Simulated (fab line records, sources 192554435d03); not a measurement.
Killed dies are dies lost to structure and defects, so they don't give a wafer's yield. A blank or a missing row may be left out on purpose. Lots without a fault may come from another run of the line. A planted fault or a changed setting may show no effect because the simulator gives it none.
Chamber matching | flow n5_finfet | N5_MIM_BOT_ETCH_STRIP_01 on rie_diel-06: 4 sister chambers
The step strips in O2. 14 wafers are shown with their chamber, then 7 later ones without.

WAFERS WITH THEIR CHAMBER
wafer  | chamber | drypump_motor_current_A (A) | showerhead_plenum_p_Torr (Torr) | oes_product_au (a.u.)
L797.1 | 3       | 6.4                         | 2.19                            | 0.75
L797.4 | 1       | 5.7                         | 2.03                            | 0.76
L797.6 | 0       | 6.3                         | 2.08                            | 0.71
L799.1 | 0       | 6.4                         | 2.08                            | 0.73
L799.3 | 2       | 5.0                         | 2.08                            | 1.00
L799.6 | 0       | 6.4                         | 2.08                            | 0.73
L802.1 | 1       | 5.7                         | 2.02                            | 0.77
L802.5 | 1       | 5.8                         | 2.02                            | 0.75
L802.6 | 2       | 4.9                         | 2.08                            | 0.96
L812.1 | 1       | 5.7                         | 2.02                            | 0.73
L812.4 | 0       | 6.4                         | 2.07                            | 0.68
L812.6 | 0       | 6.4                         | 2.07                            | 0.69
L814.2 | 3       | 6.4                         | 2.18                            | 0.73
L814.3 | 0       | 6.4                         | 2.07                            | 0.67

SIGNATURES (means of the wafers above)
reading                  | chamber 0 | chamber 1 | chamber 2 | chamber 3 | scatter within a chamber
drypump_motor_current_A  | 6.383     | 5.725     | 4.950     | 6.400     | 0.0456
showerhead_plenum_p_Torr | 2.0750    | 2.0225    | 2.0800    | 2.1850    | 0.00524
oes_product_au           | 0.7017    | 0.7525    | 0.9800    | 0.7400    | 0.0227
Rule: a wafer's distance from a chamber is the root of the sum, over the readings, of the square of ((its reading less the chamber's mean) divided by the reading's scatter). The wafer belongs to the nearest chamber; if the next one is less than 2 further off, it can't be placed. The scatter: the root of (the sum of the squares of (reading less its chamber's mean) over the shown wafers, divided by (wafers less chambers)).

WAFERS WITHOUT THEIR CHAMBER
wafer  | drypump_motor_current_A (A) | showerhead_plenum_p_Torr (Torr) | oes_product_au (a.u.)
L814.5 | 6.4                         | 2.07                            | 0.70
L818.2 | 6.4                         | 2.07                            | 0.68
L818.5 | 6.4                         | 2.17                            | 0.71
L818.6 | 4.9                         | 2.06                            | 0.87
L819.4 | 5.8                         | 2.01                            | 0.74
L819.5 | 4.9                         | 2.06                            | 0.88
L819.6 | 6.4                         | 2.17                            | 0.72

WHICH CHAMBER EACH WENT THROUGH
wafer  | from the rows above | in truth
L814.5 | 0                   | 0
L818.2 | 0                   | 0
L818.5 | 3                   | 3
L818.6 | 2                   | 2
L819.4 | 1                   | 1
L819.5 | 2                   | 2
L819.6 | 3                   | 3
Placed correctly: 7 of 7. Can't be placed from these rows: 0. Placed wrongly: 0.
